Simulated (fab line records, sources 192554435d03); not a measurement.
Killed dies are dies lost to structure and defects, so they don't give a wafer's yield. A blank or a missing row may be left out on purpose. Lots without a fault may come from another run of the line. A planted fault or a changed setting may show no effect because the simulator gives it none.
Which tool did it? | flow n5_finfet | 9 lots, 27 wafers sampled, at 5 steps of a route of 1938

WHAT THE GAUGES READ, wafer by wafer
N5_BEOL_M1_CD_MEAS_35: target cd 18 nm, target cd y 21 nm. Usual: cd_nm 18.0 nm, standard deviation 0.35.
lot  | measured     | on        | cd_nm (nm)     | flag
L648 | day 6 18:52  | cd_sem-01 | 18.1 18.3 18.3 |
L650 | day 6 22:28  | cd_sem-02 | 18.0 17.6 17.8 |
L654 | day 7 19:52  | cd_sem-02 | 18.8 18.7 18.6 |
L655 | day 8 02:42  | cd_sem-01 | 17.9 17.5 18.1 |
L661 | day 10 01:26 | cd_sem-03 | 17.6 18.0 18.0 |
L664 | day 10 16:22 | cd_sem-03 | 17.6 17.4 17.5 |
L666 | day 10 23:36 | cd_sem-01 | 18.6 18.2 18.4 |
L667 | day 11 06:11 | cd_sem-02 | 18.1 17.7 18.5 |
L669 | day 11 19:51 | cd_sem-03 | 17.9 17.9 17.6 |

N5_BEOL_M4_RC_MEAS_101. Usual: CHAIN_V0 235 ohm/link, standard deviation 8.7; CHAIN_V0_max_site 244 ohm/link, standard deviation 9.3; COMB_M1 5.7e-11 S/m, standard deviation 1.2e-11; COMB_M1_max_site 8.4e-11 S/m, standard deviation 2e-11; DIBL_N 36.3 mV/V, standard deviation 1.7; DIBL_P 36.5 mV/V, standard deviation 1.8; IOFF_N 0.16 nA/um, standard deviation 0.033; IOFF_P 0.21 nA/um, standard deviation 0.037; ION_N 675 uA/um, standard deviation 11; ION_P 462 uA/um, standard deviation 7.9; SS_N 71.6 mV/dec, standard deviation 0.64; SS_P 73.3 mV/dec, standard deviation 0.68; VT_N 249 mV, standard deviation 3.3; VT_P -250 mV, standard deviation 3.3.
lot  | measured     | on        | CHAIN_V0 (ohm/link) | CHAIN_V0_max_site (ohm/link) | COMB_M1 (S/m)           | COMB_M1_max_site (S/m)    | DIBL_N (mV/V)  | DIBL_P (mV/V)  | IOFF_N (nA/um) | IOFF_P (nA/um) | ION_N (uA/um) | ION_P (uA/um) | SS_N (mV/dec)  | SS_P (mV/dec)  | VT_N (mV)   | VT_P (mV)      | flag
L648 | day 8 11:33  | prober-02 | 228 214 218         | 236 222 232                  | 6.8e-11 7.1e-11 7.3e-11 | 8.6e-11 1.17e-10 8.9e-11  | 33.6 36.4 35.8 | 34.1 37.0 36.4 | 0.14 0.18 0.17 | 0.21 0.25 0.24 | 673 679 676   | 467 468 467   | 71.1 72.3 71.8 | 73.2 73.4 73.1 | 248 250 249 | -248 -249 -246 |
L650 | day 8 13:29  | prober-01 | 226 232 224         | 235 234 228                  | 4.4e-11 3.9e-11 4.7e-11 | 6.6e-11 6.2e-11 7.7e-11   | 35.7 33.6 36.1 | 36.1 33.4 36.5 | 0.15 0.11 0.14 | 0.18 0.14 0.18 | 682 681 677   | 467 462 463   | 71.0 71.0 71.5 | 73.3 72.8 73.3 | 251 255 253 | -251 -257 -253 |
L654 | day 9 06:10  | prober-02 | 225 235 242         | 233 238 246                  | 5.3e-11 4.8e-11 5.2e-11 | 7.5e-11 7.6e-11 6.8e-11   | 33.1 34.9 33.9 | 32.8 33.6 33.6 | 0.11 0.12 0.11 | 0.17 0.18 0.18 | 665 656 668   | 462 455 461   | 70.6 70.5 70.7 | 72.3 71.4 71.8 | 255 253 255 | -253 -250 -251 |
L655 | day 9 15:35  | prober-02 | 248 230 233         | 259 241 243                  | 7.2e-11 5.4e-11 5.6e-11 | 1e-10 7.5e-11 1.09e-10    | 37.4 35.1 32.3 | 38.4 34.8 33.3 | 0.18 0.14 0.11 | 0.24 0.18 0.16 | 660 658 657   | 460 445 457   | 72.2 71.9 70.5 | 73.5 72.8 72.1 | 251 254 255 | -247 -251 -254 |
L661 | day 11 13:41 | prober-01 | 243 227 229         | 252 231 237                  | 5.9e-11 4.9e-11 5.3e-11 | 8.1e-11 5.8e-11 6.8e-11   | 35.8 39.6 36.3 | 36.1 39.5 36.7 | 0.17 0.23 0.17 | 0.27 0.32 0.27 | 673 683 690   | 471 470 478   | 71.4 71.9 71.5 | 73.0 73.3 72.8 | 247 245 247 | -244 -241 -243 |
L664 | day 12 00:10 | prober-02 | 242 235 197         | 254 239 205                  | 5e-11 6.3e-11 1.43e-10  | 6.5e-11 1.21e-10 1.85e-10 | 37.3 35.6 35.4 | 35.4 34.2 34.3 | 0.16 0.15 0.14 | 0.22 0.22 0.21 | 675 703 677   | 466 481 469   | 71.4 71.4 71.2 | 72.8 72.5 72.8 | 247 246 249 | -246 -244 -245 |
L666 | day 12 03:55 | prober-01 | 224 243 216         | 233 249 226                  | 5e-11 3.8e-11 5e-11     | 8.6e-11 6.1e-11 6.1e-11   | 37.3 36.3 37.3 | 36.6 35.8 36.4 | 0.16 0.15 0.17 | 0.23 0.22 0.23 | 678 662 667   | 472 460 464   | 71.4 71.4 71.9 | 72.5 73.4 73.5 | 254 253 249 | -245 -248 -247 |
L667 | day 13 00:05 | prober-02 | 255 238 236         | 264 252 245                  | 5.4e-11 5.4e-11 7.4e-11 | 8.5e-11 7.3e-11 1.15e-10  | 33.4 35.3 34.3 | 33.1 34.8 33.9 | 0.13 0.16 0.14 | 0.17 0.19 0.18 | 682 677 672   | 465 462 459   | 71.4 71.3 71.9 | 72.7 73.6 73.2 | 251 247 250 | -254 -251 -252 |
L669 | day 13 10:11 | prober-02 | 225 239 253         | 240 250 261                  | 3.3e-11 4.8e-11 4.8e-11 | 6.5e-11 7.5e-11 5.6e-11   | 36.2 37.3 37.5 | 35.1 36.3 37.0 | 0.14 0.16 0.16 | 0.17 0.18 0.20 | 662 677 673   | 447 458 458   | 71.2 72.1 71.5 | 73.8 73.9 74.2 | 253 249 247 | -251 -254 -253 |

WHICH TOOL RAN EACH LOT (tool, then ch and the chambers of the sampled wafers, then the start)
lot  | N5_BEOL_M1_ALD_84                   | N5_BEOL_M1_SURFACE_TREAT_85  | N5_BEOL_M1_SPUTTER_81
L648 | ald_metal-03 ch 0,2,3, day 6 19:23  | pvd_sputter-01, day 6 19:51  | pvd_sputter-01, day 6 20:31
L650 | ald_metal-04 ch 0,2,3, day 6 22:37  | pvd_sputter-01, day 6 22:50  | pvd_sputter-01, day 6 23:32
L654 | ald_metal-04 ch 1,2,3, day 7 20:30  | pvd_sputter-01, day 7 20:50  | pvd_sputter-02, day 7 21:32
L655 | ald_metal-03 ch 1,2,3, day 8 03:10  | pvd_sputter-02, day 8 03:23  | pvd_sputter-02, day 8 06:40
L661 | ald_metal-03 ch 0,1,3, day 10 01:47 | pvd_sputter-02, day 10 02:02 | pvd_sputter-03, day 10 02:43
L664 | ald_metal-04 ch 0,2,3, day 10 16:41 | pvd_sputter-02, day 10 16:57 | pvd_sputter-01, day 10 17:39
L666 | ald_metal-03 ch 0,1,3, day 10 23:59 | pvd_sputter-02, day 11 00:17 | pvd_sputter-02, day 11 00:58
L667 | ald_metal-03 ch 0,2,3, day 11 06:55 | pvd_sputter-01, day 11 07:14 | pvd_sputter-02, day 11 08:02
L669 | ald_metal-03 ch 0,1,3, day 11 20:29 | pvd_sputter-02, day 11 22:22 | pvd_sputter-02, day 11 23:10
- N5_BEOL_M1_ALD_84: deposits TaN, pulse time 2 s, purge time 3 s, co reactant purge time 2 s.
- N5_BEOL_M1_SURFACE_TREAT_85
- N5_BEOL_M1_SPUTTER_81: material Cu, target thk 4.5 nm, time 8.29 s.

WHAT THE TOOLS THEMSELVES READ (means of the sampled wafers that have a number; where no wafer has one, the mark that the record gives instead)
N5_BEOL_M1_ALD_84. Usual: heater_power_w 436 W, standard deviation 55; precursor_vessel_pressure_torr 26.25 Torr, standard deviation 0.055.
lot  | tool         | heater_power_w (W) | precursor_vessel_pressure_torr (Torr) | flag
L648 | ald_metal-03 | 416                | 26.25                                 |
L650 | ald_metal-04 | 434                | 26.24                                 |
L654 | ald_metal-04 | 447                | 26.20                                 |
L655 | ald_metal-03 | 448                | 26.25                                 |
L661 | ald_metal-03 | 446                | 26.22                                 |
L664 | ald_metal-04 | 430                | 26.21                                 |
L666 | ald_metal-03 | 442                | 26.21                                 |
L667 | ald_metal-03 | 414                | 26.27                                 |
L669 | ald_metal-03 | 443                | 26.27                                 |

N5_BEOL_M1_SPUTTER_81. Usual: throttle_valve_pct 30.5 %, standard deviation 0.85.
lot  | tool           | throttle_valve_pct (%) | flag
L648 | pvd_sputter-01 | 30.6                   |
L650 | pvd_sputter-01 | 30.7                   |
L654 | pvd_sputter-02 | 30.9                   |
L655 | pvd_sputter-02 | 30.2                   |
L661 | pvd_sputter-03 | 29.6                   |
L664 | pvd_sputter-01 | 31.3                   |
L666 | pvd_sputter-02 | 30.1                   |
L667 | pvd_sputter-02 | 30.3                   |
L669 | pvd_sputter-02 | 30.4                   |

THE ANSWER, worked out from the rows above alone
Rule: a lot is off if the mean of its wafers that have a number lies more than 3 standard deviations from the usual mean. A lot without any number at a reading at which 4 lots or more have one is off too. The other lots that the step has rows for count as sound. The gauges are gone through in route order, then the tools' own readings, and for those a lot's mean is taken as printed above. The first step at which some lot is off is used, and at that step the reading that is off furthest; a lot without a number counts as furthest.
No lot is off at any reading shown: from this, nothing can be told.

WHAT THE SIMULATOR HAD PUT IN
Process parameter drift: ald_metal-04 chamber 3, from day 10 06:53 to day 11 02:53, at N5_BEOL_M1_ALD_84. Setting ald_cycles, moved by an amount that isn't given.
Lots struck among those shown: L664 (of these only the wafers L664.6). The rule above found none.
